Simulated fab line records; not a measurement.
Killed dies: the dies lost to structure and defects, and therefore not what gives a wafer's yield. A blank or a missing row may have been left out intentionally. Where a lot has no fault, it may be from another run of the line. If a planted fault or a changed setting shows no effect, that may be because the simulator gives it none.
fab line records	flow n5-finfet
record: lots: 24	wafers: 72	last-day: 17
route steps=1938 shown BEOL_M9@1445 BEOL_M10@1485
lots with no fault: from the same line, run without faults
start-h: hours from the record's opening day to when the first of the lot's shown wafers began	wait-h: hours from the lot's prior step to this one	" repeats the value in the row above	L1.1+2: several wafers, shown together as one row	- either no value or no given start	* or withheld: withheld	< > ~ a bound
route shown NAME@n: names a module that has steps shown in the file, with the first one's number in the route	usual: mean and standard deviation over wafers with no fault	same: alike in all rows	chamber/n: place in a boat	sites: readings site by site	_std_site: how widely they spread, as a standard deviation	_edge_site: inner sites' mean taken away from outer sites' mean	radius-mm: for every site, how far away it sits from the centre of the wafer	mask NAME#n: copy n	behind: the last tool/chamber to shape the wafer	hold: the reason the lot was held/the length of the hold in hours/how it ended	device: transistor that didn't switch, given as n, p or np	end of line: the route-end tests of the same wafers	a step with no rows: only its recipe	killed: the dies lost at the first sort to structure and to defects; this is not the yield of the wafer	map: a wafer's dies, x killed, . not, _ none there
set.NAME: the run value of the setting; set.NAME@STEP: its run value at that earlier step	model.NAME: the simulator's own value behind a step, which no gauge read
a sample of lots followed through the steps of the route, with each step as a table and each wafer as a row
services: when a tool's chamber went out of use (start-h, in hours from the record's first day, below 0 if earlier), for how many hours, and the reason
== steps ==
step: N5_BEOL_M9_STRIP_36
recipe: chemistry: N2/H2	power-w: 450	temp-c: 40	pressure-mtorr: 20	rf-frequency-hz: 6e+07	overash-fraction: 0.3	bias-power-w: 7	h2-frac: 0.5	n2-flow-sccm: 200	h2-flow-sccm: 200
usual: drypump-motor-current-A: 5.8/0.5	n2-flow-sccm: 200.0/0.54	oes-product-au: 0.80/0.077	rf-vpp-V: 59.3/1.5	showerhead-plenum-p-Torr: 2.55/0.093	throttle-valve-pct: 23.7/0.31
lot.wafer	tool	chamber	start-h	wait-h	drypump-motor-current-A	n2-flow-sccm	oes-product-au	rf-hours-counter-h	rf-vpp-V	showerhead-plenum-p-Torr	throttle-valve-pct
L074.1	rie-diel-06	1	190.28	0.0	5.5	199.4	0.74	184	58.9	2.42	23.8
L074.3	"	0	"	"	5.7	199.0	0.84	45	58.7	2.59	23.4
L074.5	"	3	"	"	6.5	199.7	0.83	-	57.6	2.47	23.6
L077.1	rie-diel-05	1	217.08	0.0	5.9	199.4	0.74	192	60.1	2.63	24.1
L077.4	"	3	"	"	5.8	200.0	0.94	6	61.9	2.71	23.7
L077.6	"	0	"	"	5.6	200.0	0.95	-	60.2	2.49	23.4
L078.1	rie-diel-02	1	226.70	0.0	5.6	199.4	0.74	178	60.9	2.64	24.1
L078.2	"	3	"	"	6.6	200.8	0.93	26	60.0	2.58	23.2
L078.3	"	0	"	"	5.1	200.4	0.89	33	60.4	2.70	23.9
L075.3	rie-diel-02	0	229.24	0.0	5.1	200.4	0.88	35	58.3	2.70	23.9
L075.5	"	1	"	"	5.6	200.1	0.73	-	58.1	2.64	24.0
L075.6	"	0	"	"	5.1	199.3	0.88	-	59.2	2.70	23.9
L076.1	rie-diel-02	2	238.25	0.0	5.1	200.2	0.80	95	60.6	2.46	23.4
L076.4	"	0	"	"	5.1	200.0	0.87	37	58.9	2.70	23.9
L076.5	"	2	"	"	5.1	200.0	0.79	-	57.9	2.46	23.4
L080.1	rie-diel-05	1	242.01	0.0	5.9	199.7	0.73	200	59.6	2.63	24.2
L080.2	"	0	"	"	5.7	199.7	0.92	22	62.3	2.49	23.4
L080.6	"	1	"	"	5.9	198.9	0.72	-	58.7	2.63	24.1
L079.2	rie-diel-06	1	250.15	0.0	5.5	201.0	0.73	201	60.6	2.42	23.9
L079.3	"	2	"	"	6.5	199.9	0.76	171	60.7	2.52	23.5
L079.5	"	2	"	"	6.5	201.2	0.75	-	59.7	2.52	23.5
L081.2	rie-diel-05	1	271.60	0.0	5.8	198.9	0.74	206	60.8	2.62	24.1
L081.4	"	2	"	"	5.4	199.8	0.72	207	59.1	2.52	24.2
L081.5	"	0	"	"	5.6	200.2	0.91	-	58.6	2.49	23.5
L083.1	rie-diel-06	1	271.63	0.0	5.5	199.8	0.71	208	56.4	2.41	23.8
L083.3	"	2	"	"	6.5	199.4	0.75	178	60.1	2.52	23.5
L083.5	"	2	"	"	6.5	200.8	0.76	-	56.9	2.52	23.5
L082.3	rie-diel-06	2	275.17	0.0	6.5	200.2	0.74	179	61.3	2.52	23.5
L082.4	"	1	"	"	5.5	201.2	0.71	209	62.6	2.41	23.8
L082.5	"	1	"	"	5.5	200.6	0.71	-	58.5	2.41	23.9
L084.1	rie-diel-05	1	275.54	0.0	5.9	200.3	0.72	207	62.1	2.63	24.2
L084.3	"	2	"	"	5.4	199.4	0.71	208	57.5	2.52	24.2
L084.5	"	2	"	"	5.4	199.7	0.71	-	58.9	2.52	24.2
L085.2	rie-diel-06	3	279.96	0.0	6.5	201.1	0.79	107	60.1	2.46	23.6
L085.4	"	0	"	"	5.7	200.9	0.82	70	58.8	2.58	23.5
L085.5	"	2	"	"	6.5	199.6	0.75	-	60.2	2.52	23.5
L086.2	rie-diel-02	2	287.67	0.0	5.1	200.4	0.78	108	59.8	2.46	23.4
L086.4	"	3	"	"	6.5	200.4	0.87	44	58.9	2.58	23.2
L086.6	"	3	"	"	6.5	200.2	0.86	-	58.6	2.58	23.2
L087.2	rie-diel-02	3	300.38	0.0	6.5	200.1	0.86	48	57.7	2.58	23.2
L087.3	"	0	"	"	5.1	199.9	0.86	55	60.2	2.69	23.9
L087.4	"	1	"	"	5.5	200.2	0.72	198	58.7	2.63	24.1
L089.1	rie-diel-06	1	301.26	0.0	5.5	200.1	0.71	217	59.1	2.41	23.8
L089.3	"	0	"	"	5.7	200.9	0.81	77	59.3	2.58	23.4
L089.4	"	1	"	"	5.5	199.7	0.71	-	58.0	2.41	23.8
L088.3	rie-diel-02	3	301.30	0.0	6.6	199.7	0.86	48	61.9	2.58	23.2
L088.4	"	2	"	"	5.1	200.0	0.78	112	58.5	2.45	23.4
L088.5	"	2	"	"	5.0	200.3	0.78	-	58.7	2.45	23.4
L090.1	rie-diel-05	2	316.35	0.0	5.4	200.0	0.70	222	60.0	2.51	24.2
L090.2	"	0	"	"	5.6	200.1	0.88	42	58.8	2.48	23.5
L090.3	"	1	"	"	5.9	199.8	0.70	221	58.7	2.62	24.2
L091.1	rie-diel-05	3	325.31	0.0	5.8	200.3	0.90	34	58.4	2.69	23.8
L091.2	"	0	"	"	5.6	200.6	0.87	45	60.8	2.48	23.5
L091.5	"	0	"	"	5.7	200.9	0.89	-	58.4	2.48	23.5
L092.1	rie-diel-02	0	327.10	0.0	5.1	200.3	0.85	63	60.0	2.69	23.9
L092.4	"	2	"	"	5.1	199.9	0.78	123	60.2	2.45	23.4
L092.5	"	0	"	"	5.1	200.2	0.85	-	60.4	2.69	23.9
L093.1	rie-diel-05	3	327.93	0.0	5.7	199.8	0.88	35	59.0	2.69	23.7
L093.2	"	1	"	"	5.8	199.3	0.71	225	59.4	2.62	24.2
L093.5	"	1	"	"	5.9	199.5	0.70	-	59.8	2.62	24.2
L094.2	rie-diel-02	0	328.03	0.0	5.1	201.2	0.83	64	57.1	2.69	23.9
L094.3	"	2	"	"	5.1	201.2	0.76	123	56.7	2.45	23.4
L094.5	"	1	"	"	5.5	200.1	0.72	-	58.8	2.63	24.1
L095.2	rie-diel-06	1	343.17	0.0	5.5	199.8	0.71	228	60.4	2.41	23.9
L095.4	"	3	"	"	6.5	198.8	0.78	-	59.3	2.45	23.6
L095.6	"	3	"	"	6.6	199.6	0.80	-	58.7	2.45	23.6
L096.1	rie-diel-06	3	348.44	0.0	6.6	199.8	0.77	127	57.3	2.45	23.7
L096.2	"	2	"	"	6.5	199.5	0.73	194	58.8	2.51	23.5
L096.6	"	1	"	"	5.5	200.1	0.69	-	60.1	2.41	23.9
L097.1	rie-diel-05	1	351.57	0.0	5.8	199.6	0.71	231	63.2	2.61	24.2
L097.2	"	3	"	"	5.7	200.0	0.88	41	63.6	2.69	23.8
L097.4	"	2	"	"	5.4	200.7	0.71	232	56.9	2.51	24.2
step: N5_BEOL_M9_CD_MEAS_35
recipe: target-cd-nm: 70	target-cd-y-nm: 40	polarity: opening
usual: cd-nm: 70.1/0.47
lot.wafer	tool	chamber	start-h	wait-h	cd-nm
L074.1	cd-sem-01	-	190.65	0.0	70.3
L074.3	"	-	"	"	70.4
L074.5	"	-	"	"	70.1
L077.1	cd-sem-03	-	217.54	0.0	69.7
L077.4	"	-	"	"	69.6
L077.6	"	-	"	"	69.1
L078.1	cd-sem-01	-	227.07	0.0	69.9
L078.2	"	-	"	"	70.0
L078.3	"	-	"	"	69.7
L075.3	cd-sem-03	-	229.61	0.0	70.6
L075.5	"	-	"	"	70.2
L075.6	"	-	"	"	70.7
L076.1	cd-sem-01	-	238.63	0.0	70.7
L076.4	"	-	"	"	70.8
L076.5	"	-	"	"	70.1
L080.1	cd-sem-02	-	242.39	0.0	70.7
L080.2	"	-	"	"	70.7
L080.6	"	-	"	"	70.7
L079.2	cd-sem-03	-	250.52	0.0	70.2
L079.3	"	-	"	"	70.1
L079.5	"	-	"	"	69.4
L081.2	cd-sem-02	-	271.98	0.0	69.3
L081.4	"	-	"	"	69.3
L081.5	"	-	"	"	69.9
L083.1	cd-sem-03	-	272.00	0.0	69.2
L083.3	"	-	"	"	69.5
L083.5	"	-	"	"	69.9
L082.3	cd-sem-03	-	275.54	0.0	69.7
L082.4	"	-	"	"	69.4
L082.5	"	-	"	"	70.2
L084.1	cd-sem-02	-	275.91	0.0	70.2
L084.3	"	-	"	"	69.9
L084.5	"	-	"	"	69.7
L085.2	cd-sem-02	-	280.32	0.0	69.6
L085.4	"	-	"	"	69.6
L085.5	"	-	"	"	69.7
L086.2	cd-sem-02	-	288.04	0.0	70.4
L086.4	"	-	"	"	70.1
L086.6	"	-	"	"	69.7
L087.2	cd-sem-01	-	300.75	0.0	69.9
L087.3	"	-	"	"	70.4
L087.4	"	-	"	"	70.8
L089.1	cd-sem-01	-	301.65	0.0	70.9
L089.3	"	-	"	"	70.7
L089.4	"	-	"	"	70.4
L088.3	cd-sem-02	-	301.68	0.0	70.2
L088.4	"	-	"	"	69.7
L088.5	"	-	"	"	70.1
L090.1	cd-sem-01	-	316.71	0.0	69.9
L090.2	"	-	"	"	69.9
L090.3	"	-	"	"	70.1
L091.1	cd-sem-03	-	325.68	0.0	70.8
L091.2	"	-	"	"	70.0
L091.5	"	-	"	"	70.2
L092.1	cd-sem-02	-	327.47	0.0	70.1
L092.4	"	-	"	"	70.0
L092.5	"	-	"	"	70.1
L093.1	cd-sem-02	-	328.30	0.0	69.7
L093.2	"	-	"	"	70.7
L093.5	"	-	"	"	70.2
L094.2	cd-sem-01	-	328.40	0.0	70.9
L094.3	"	-	"	"	70.8
L094.5	"	-	"	"	70.4
L095.2	cd-sem-01	-	343.63	0.0	69.9
L095.4	"	-	"	"	69.3
L095.6	"	-	"	"	69.1
L096.1	cd-sem-02	-	348.80	0.0	70.2
L096.2	"	-	"	"	70.4
L096.6	"	-	"	"	69.7
L097.1	cd-sem-03	-	352.03	0.0	69.6
L097.2	"	-	"	"	69.6
L097.4	"	-	"	"	69.4
step: N5_BEOL_M9_DEGAS_44
recipe: ambient: vacuum	temp-c: 250	time-s: 60
usual: heater-power-w: 326/26
lot.wafer	tool	chamber	start-h	wait-h	heater-power-w
L074.1	pvd-sputter-02	-	191.05	0.3	341
L074.3	"	-	"	"	326
L074.5	"	-	"	"	347
L077.1	pvd-sputter-02	-	218.15	0.5	350
L077.4	"	-	"	"	344
L077.6	"	-	"	"	319
L078.1	pvd-sputter-01	-	229.10	1.9	270
L078.2	"	-	"	"	315
L078.3	"	-	"	"	321
L075.3	pvd-sputter-03	-	230.02	0.2	338
L075.5	"	-	"	"	345
L075.6	"	-	"	"	340
L076.1	pvd-sputter-01	-	240.15	1.4	316
L076.4	"	-	"	"	352
L076.5	"	-	"	"	323
L080.1	pvd-sputter-01	-	246.83	4.2	359
L080.2	"	-	"	"	261
L080.6	"	-	"	"	319
L079.2	pvd-sputter-02	-	251.87	0.9	339
L079.3	"	-	"	"	324
L079.5	"	-	"	"	344
L081.2	pvd-sputter-01	-	273.18	1.1	346
L081.4	"	-	"	"	266
L081.5	"	-	"	"	268
L083.1	pvd-sputter-03	-	273.22	1.1	320
L083.3	"	-	"	"	287
L083.5	"	-	"	"	357
L082.3	pvd-sputter-03	-	276.50	0.6	314
L082.4	"	-	"	"	347
L082.5	"	-	"	"	343
L084.1	pvd-sputter-03	-	276.84	0.6	346
L084.3	"	-	"	"	322
L084.5	"	-	"	"	337
L085.2	pvd-sputter-02	-	281.00	0.3	345
L085.4	"	-	"	"	345
L085.5	"	-	"	"	346
L086.2	pvd-sputter-01	-	289.08	0.9	350
L086.4	"	-	"	"	269
L086.6	"	-	"	"	354
L087.2	pvd-sputter-01	-	302.01	1.1	322
L087.3	"	-	"	"	320
L087.4	"	-	"	"	348
L089.1	pvd-sputter-03	-	302.13	0.4	285
L089.3	"	-	"	"	344
L089.4	"	-	"	"	346
L088.3	pvd-sputter-02	-	302.17	0.3	344
L088.4	"	-	"	"	351
L088.5	"	-	"	"	347
L090.1	pvd-sputter-01	-	317.82	1.0	320
L090.2	"	-	"	"	346
L090.3	"	-	"	"	268
L091.1	pvd-sputter-03	-	326.36	0.6	316
L091.2	"	-	"	"	339
L091.5	"	-	"	"	344
L092.1	pvd-sputter-01	-	327.87	0.3	322
L092.4	"	-	"	"	264
L092.5	"	-	"	"	266
L093.1	pvd-sputter-01	-	328.69	0.3	323
L093.2	"	-	"	"	264
L093.5	"	-	"	"	350
L094.2	pvd-sputter-03	-	330.61	1.4	351
L094.3	"	-	"	"	314
L094.5	"	-	"	"	344
L095.2	pvd-sputter-01	-	344.28	0.3	273
L095.4	"	-	"	"	321
L095.6	"	-	"	"	345
L096.1	pvd-sputter-03	-	349.49	0.6	286
L096.2	"	-	"	"	349
L096.6	"	-	"	"	347
L097.1	pvd-sputter-03	-	352.87	0.7	346
L097.2	"	-	"	"	310
L097.4	"	-	"	"	283
step: N5_BEOL_M10_INSPECT_13
recipe: mode: adi	inspect-instrument: brightfield
usual: raw-defect-count: 397/92
lot.wafer	tool	chamber	start-h	wait-h	raw-defect-count
L074.1	defect-inspect-01	-	194.64	0.0	419
L074.3	"	-	"	"	409
L074.5	"	-	"	"	488
L077.1	defect-inspect-02	-	222.05	0.0	300
L077.4	"	-	"	"	372
L077.6	"	-	"	"	355
L078.1	defect-inspect-02	-	232.99	0.0	261
L078.2	"	-	"	"	332
L078.3	"	-	"	"	307
L075.3	defect-inspect-02	-	236.52	0.0	420
L075.5	"	-	"	"	366
L075.6	"	-	"	"	488
L076.1	defect-inspect-01	-	247.48	0.0	336
L076.4	"	-	"	"	288
L076.5	"	-	"	"	303
L080.1	defect-inspect-02	-	250.66	0.0	268
L080.2	"	-	"	"	320
L080.6	"	-	"	"	329
L079.2	defect-inspect-01	-	256.00	0.0	364
L079.3	"	-	"	"	397
L079.5	"	-	"	"	579
L083.1	defect-inspect-01	-	277.15	0.0	489
L083.3	"	-	"	"	338
L083.5	"	-	"	"	477
L081.2	defect-inspect-01	-	277.32	0.0	511
L081.4	"	-	"	"	326
L081.5	"	-	"	"	364
L082.3	defect-inspect-01	-	280.71	0.0	472
L082.4	"	-	"	"	413
L082.5	"	-	"	"	419
L084.1	defect-inspect-01	-	280.80	0.0	427
L084.3	"	-	"	"	400
L084.5	"	-	"	"	403
L085.2	defect-inspect-01	-	285.81	0.0	434
L085.4	"	-	"	"	331
L085.5	"	-	"	"	358
L086.2	defect-inspect-01	-	293.65	0.0	334
L086.4	"	-	"	"	397
L086.6	"	-	"	"	210
L087.2	defect-inspect-02	-	306.11	0.0	318
L087.3	"	-	"	"	287
L087.4	"	-	"	"	379
L088.3	defect-inspect-02	-	306.27	0.0	389
L088.4	"	-	"	"	329
L088.5	"	-	"	"	321
L089.1	defect-inspect-01	-	306.31	0.0	582
L089.3	"	-	"	"	689
L089.4	"	-	"	"	447
L090.1	defect-inspect-01	-	322.24	0.0	592
L090.2	"	-	"	"	384
L090.3	"	-	"	"	554
L091.1	defect-inspect-02	-	331.19	0.0	412
L091.2	"	-	"	"	293
L091.5	"	-	"	"	440
L092.1	defect-inspect-02	-	334.69	0.0	328
L092.4	"	-	"	"	431
L092.5	"	-	"	"	351
L093.1	defect-inspect-02	-	335.09	0.0	328
L093.2	"	-	"	"	422
L093.5	"	-	"	"	294
L094.2	defect-inspect-02	-	335.43	0.0	514
L094.3	"	-	"	"	394
L094.5	"	-	"	"	603
L095.2	defect-inspect-01	-	349.07	0.0	361
L095.4	"	-	"	"	301
L095.6	"	-	"	"	418
L096.1	defect-inspect-02	-	353.32	0.0	425
L096.2	"	-	"	"	391
L096.6	"	-	"	"	381
L097.1	defect-inspect-01	-	356.53	0.0	442
L097.2	"	-	"	"	368
L097.4	"	-	"	"	331
step: N5_BEOL_M10_ALD_74
recipe: material: TaN	target-thk-a: 20	temp-c: 275	ald-precursor-family: PDMAT	ald-co-reactant: NH3	pressure-torr: 3	carrier-flow-sccm: 1500	pulse-time-s: 2	purge-time-s: 3	co-reactant-purge-time-s: 2	co-reactant-pulse-time-s: 3	ald-cycles: 40	precursor-vessel-temp-c: 75	precursor-vessel-pressure-torr: 26.25	precursor-vessel-carrier-sccm: 1000
usual: heater-power-w: 426/41
same: ald-cycles: 40	pulse-time-s: 2
lot.wafer	tool	chamber	start-h	wait-h	heater-power-w
L074.1	ald-metal-03	3	199.35	0.1	480
L074.3	"	0	"	"	378
L074.5	"	2	"	"	386
L077.1	ald-metal-01	0	225.00	0.0	460
L077.4	"	3	"	"	388
L077.6	"	1	"	"	454
L078.1	ald-metal-04	3	236.94	0.1	409
L078.2	"	2	"	"	366
L078.3	"	0	"	"	455
L075.3	ald-metal-04	2	241.65	0.1	359
L075.5	"	2	"	"	366
L075.6	"	3	"	"	420
L076.1	ald-metal-01	3	251.91	0.1	392
L076.4	"	2	"	"	449
L076.5	"	0	"	"	455
L080.1	ald-metal-03	2	253.32	0.0	392
L080.2	"	1	"	"	385
L080.6	"	1	"	"	384
L079.2	ald-metal-04	0	259.12	0.1	455
L079.3	"	1	"	"	493
L079.5	"	2	"	"	361
L081.2	ald-metal-03	2	281.89	0.1	389
L081.4	"	0	"	"	378
L081.5	"	1	"	"	388
L083.1	ald-metal-01	0	281.95	0.0	466
L083.3	"	2	"	"	449
L083.5	"	3	"	"	388
L082.3	ald-metal-01	1	283.22	0.0	448
L082.4	"	2	"	"	453
L082.5	"	3	"	"	390
L084.1	ald-metal-01	3	285.25	0.0	394
L084.3	"	2	"	"	453
L084.5	"	0	"	"	468
L085.2	ald-metal-01	0	288.74	0.0	461
L085.4	"	3	"	"	394
L085.5	"	1	"	"	462
L086.2	ald-metal-01	3	299.10	0.0	382
L086.4	"	1	"	"	467
L086.6	"	2	"	"	433
L087.2	ald-metal-04	2	310.10	0.0	364
L087.3	"	3	"	"	407
L087.4	"	1	"	"	481
L088.3	ald-metal-03	1	310.30	0.1	384
L088.4	"	3	"	"	495
L088.5	"	3	"	"	494
L089.1	ald-metal-03	1	311.04	0.1	396
L089.3	"	3	"	"	493
L089.4	"	2	"	"	387
L090.1	ald-metal-01	1	326.77	0.3	462
L090.2	"	2	"	"	448
L090.3	"	3	"	"	396
L091.1	ald-metal-04	2	335.54	0.0	361
L091.2	"	0	"	"	447
L091.5	"	0	"	"	466
L094.2	ald-metal-03	1	342.39	0.0	390
L094.3	"	3	"	"	509
L094.5	"	1	"	"	389
L092.1	ald-metal-01	2	342.53	0.1	451
L092.4	"	1	"	"	459
L092.5	"	3	"	"	395
L093.1	ald-metal-01	3	342.79	0.3	383
L093.2	"	2	"	"	449
L093.5	"	1	"	"	455
L095.2	ald-metal-03	3	352.73	0.1	496
L095.4	"	2	"	"	396
L095.6	"	1	"	"	396
L096.1	ald-metal-01	2	356.74	0.1	439
L096.2	"	3	"	"	393
L096.6	"	3	"	"	386
L097.1	ald-metal-03	1	361.84	0.0	389
L097.2	"	2	"	"	393
L097.4	"	0	"	"	375
step: N5_BEOL_M10_CMP_52
recipe: stop-on: SiCOH_lowk	t-overpolish-s: 7	down-force-psi: 1	platen-rpm: 50	clearing-platen-down-force-psi: 1.5	clearing-platen-rpm: 50	post-cmp-clean: cu-alkaline	target-thk-nm: 140	clearing-platen-pad-velocity-m-s: 0.99484	pad-velocity-m-s: 0.99484
usual: barrier-field-endpoint-s: 28.7/0.68	clearing-platen-rpm: 49.997/0.027	motor-current-A: 6.2/0.67	overpolish-run-s: 7.000/0.0087	retaining-ring-pressure-frac: 1.000/0.0049	time-to-endpoint-s: 66.5/2.8
lot.wafer	tool	chamber	start-h	wait-h	barrier-field-endpoint-s	clearing-platen-rpm	motor-current-A	overpolish-run-s	retaining-ring-pressure-frac	time-to-endpoint-s
L074.1	cmp-01	2	200.66	0.3	29.1	49.987	6.7	7.000	0.995	67.3
L074.3	"	1	"	"	30.1	49.950	6.8	6.995	0.992	68.8
L074.5	"	3	"	"	29.4	50.020	6.2	6.992	1.006	69.8
L077.1	cmp-02	0	226.03	0.3	28.2	49.949	5.7	6.994	0.992	64.9
L077.4	"	1	"	"	28.9	49.984	5.8	6.999	0.995	67.3
L077.6	"	0	"	"	28.3	49.983	5.6	7.006	0.993	62.7
L078.2	cmp-04	0	238.28	0.2	28.3	50.010	5.4	6.989	1.002	66.5
L078.3	"	1	"	"	28.7	50.002	7.2	7.000	0.998	67.9
L078.1	"	3	"	"	28.4	50.012	6.3	7.002	1.009	64.1
L075.3	cmp-01	0	242.92	0.2	28.5	49.977	6.4	7.002	0.997	66.2
L075.6	"	3	"	"	29.1	50.036	6.6	6.993	1.007	66.2
L075.5	"	0	"	"	28.8	50.025	6.5	7.008	0.995	67.9
L076.4	cmp-02	2	253.16	0.1	29.0	49.982	5.6	7.008	1.002	68.1
L076.1	"	3	"	"	28.3	50.013	7.4	7.000	0.995	65.2
L076.5	"	3	"	"	28.6	49.964	7.6	6.997	1.000	67.5
L080.1	cmp-01	2	255.96	0.3	28.4	50.019	6.9	6.984	1.000	65.8
L080.2	"	3	"	"	28.7	50.002	6.0	7.001	0.999	67.3
L080.6	"	3	"	"	28.3	49.997	6.3	7.015	1.000	63.5
L079.2	cmp-04	3	260.29	0.2	28.6	49.963	5.8	6.996	1.010	66.8
L079.3	"	1	"	"	29.4	50.007	7.0	7.002	0.997	71.6
L079.5	"	0	"	"	28.5	50.029	5.2	7.010	0.999	67.1
L081.2	cmp-01	2	283.08	0.3	28.2	49.961	7.1	7.001	1.000	66.7
L081.4	"	3	"	"	28.8	50.017	6.2	6.992	1.002	69.4
L081.5	"	1	"	"	28.9	50.012	6.9	6.988	0.998	69.7
L083.3	cmp-02	1	283.17	0.2	29.3	49.972	6.0	7.009	0.989	64.1
L083.1	"	3	"	"	29.7	49.939	7.1	6.991	0.998	64.8
L083.5	"	0	"	"	29.2	50.010	5.6	6.997	0.994	63.6
L082.3	cmp-04	3	285.28	0.2	29.1	49.950	5.9	7.011	1.001	69.0
L082.4	"	0	"	"	30.0	50.001	5.3	7.009	1.012	71.4
L082.5	"	3	"	"	29.2	49.950	6.2	7.000	0.999	68.1
L084.3	cmp-02	3	286.40	0.2	27.3	50.037	7.3	6.977	0.997	60.9
L084.1	"	1	"	"	28.0	50.023	6.0	6.999	1.005	61.6
L084.5	"	3	"	"	28.3	50.022	7.6	6.998	0.997	63.3
L085.4	cmp-01	0	289.88	0.1	29.2	50.023	6.6	6.999	0.998	68.6
L085.2	"	2	"	"	28.5	49.978	7.0	6.992	0.997	68.5
L085.5	"	1	"	"	28.7	50.019	6.6	6.986	1.000	67.5
L086.4	cmp-02	2	300.33	0.1	29.1	50.046	5.4	7.010	1.011	67.5
L086.2	"	0	"	"	26.5	50.021	5.4	7.010	0.996	61.6
L086.6	"	2	"	"	27.7	50.003	5.5	7.010	1.001	63.7
L087.2	cmp-04	3	311.45	0.2	28.6	50.013	6.0	7.004	1.000	65.0
L087.4	"	0	"	"	28.3	50.023	5.8	6.990	0.995	65.3
L087.3	"	1	"	"	29.1	49.982	7.1	6.992	1.003	66.1
L088.4	cmp-01	0	311.85	0.2	28.9	49.969	6.6	6.991	0.999	69.1
L088.3	"	1	"	"	28.9	50.025	6.6	6.997	0.991	69.1
L088.5	"	0	"	"	29.0	49.984	6.7	7.005	0.992	68.3
L089.4	cmp-02	1	312.61	0.1	28.5	49.946	5.9	7.000	1.006	65.4
L089.3	"	2	"	"	28.0	49.984	5.6	6.989	1.001	67.0
L089.1	"	0	"	"	28.2	50.028	5.7	6.998	1.001	61.8
L090.1	cmp-02	3	328.20	0.3	27.9	50.015	7.6	7.003	1.007	65.0
L090.3	"	0	"	"	28.0	49.994	5.3	6.998	1.001	63.7
L090.2	"	1	"	"	27.9	49.982	5.9	7.007	1.005	67.3
L091.2	cmp-04	1	336.72	0.2	29.0	49.996	7.1	7.019	0.998	66.7
L091.1	"	0	"	"	28.3	50.025	5.5	6.999	1.001	65.0
L091.5	"	1	"	"	29.1	49.976	7.1	6.994	0.997	69.2
L094.2	cmp-01	3	343.67	0.2	28.4	50.024	6.2	6.980	1.006	65.3
L094.3	"	0	"	"	28.3	50.009	6.6	6.994	0.992	66.9
L094.5	"	3	"	"	28.6	50.025	6.1	6.995	1.002	66.4
L092.4	cmp-01	1	344.07	0.1	29.3	49.989	6.8	7.005	1.003	67.1
L092.1	"	2	"	"	28.0	50.005	6.7	7.005	0.999	62.9
L092.5	"	2	"	"	28.7	50.008	6.8	6.993	0.993	66.7
L093.2	cmp-04	1	344.08	0.2	28.4	50.005	7.0	7.009	0.995	68.3
L093.1	"	0	"	"	28.0	50.011	5.4	6.993	1.000	68.2
L093.5	"	2	"	"	28.5	50.002	5.4	7.013	0.995	66.8
L095.4	cmp-02	3	353.87	0.1	30.0	49.945	7.5	7.007	0.999	73.5
L095.2	"	1	"	"	28.3	50.042	6.1	6.993	0.994	70.6
L095.6	"	3	"	"	29.6	49.997	7.5	7.004	0.996	71.7
L096.1	cmp-04	3	358.10	0.3	27.7	49.995	5.8	6.996	1.004	64.3
L096.2	"	0	"	"	27.4	49.979	5.7	6.985	0.996	63.1
L096.6	"	3	"	"	28.4	50.017	6.2	7.017	0.999	66.5
L097.1	cmp-04	1	364.62	0.3	28.8	50.008	6.6	7.001	1.001	65.0
L097.2	"	3	"	"	28.1	49.981	5.9	6.993	0.994	63.3
L097.4	"	0	"	"	28.7	50.005	5.5	6.994	1.004	64.8
== services ==
tool	chamber	start-h	hours	kind
cmp-04	-	174.50	1.8	repair
rie-diel-05	3	175.58	-	clean
rie-diel-05	3	175.58	-	consumable-replace:focus-ring
rie-diel-02	2	187.47	42.2	repair
rie-diel-05	-	197.43	0.5	repair
cmp-04	-	212.57	4.0	pm
ald-metal-03	1	231.04	5.1	repair
ald-metal-04	-	250.00	0.4	repair
cmp-04	-	253.81	6.2	pm
cmp-01	-	263.13	2.2	repair
cmp-01	-	266.86	4.0	pm
ald-metal-01	3	266.96	2.9	repair
rie-diel-06	2	297.63	7.9	repair
rie-diel-05	3	298.23	8.0	repair
rie-diel-06	-	302.99	14.6	pm
rie-diel-02	0	316.48	3.8	repair
ald-metal-03	1	318.16	2.9	repair
rie-diel-06	0	329.38	30.4	repair
rie-diel-02	0	333.06	3.4	repair
ald-metal-04	-	337.25	14.0	pm
rie-diel-06	2	337.79	6.0	repair
pvd-sputter-03	-	340.21	4.5	repair
rie-diel-02	2	359.03	13.7	repair
ald-metal-04	3	361.62	29.1	repair
== key ==
fault none
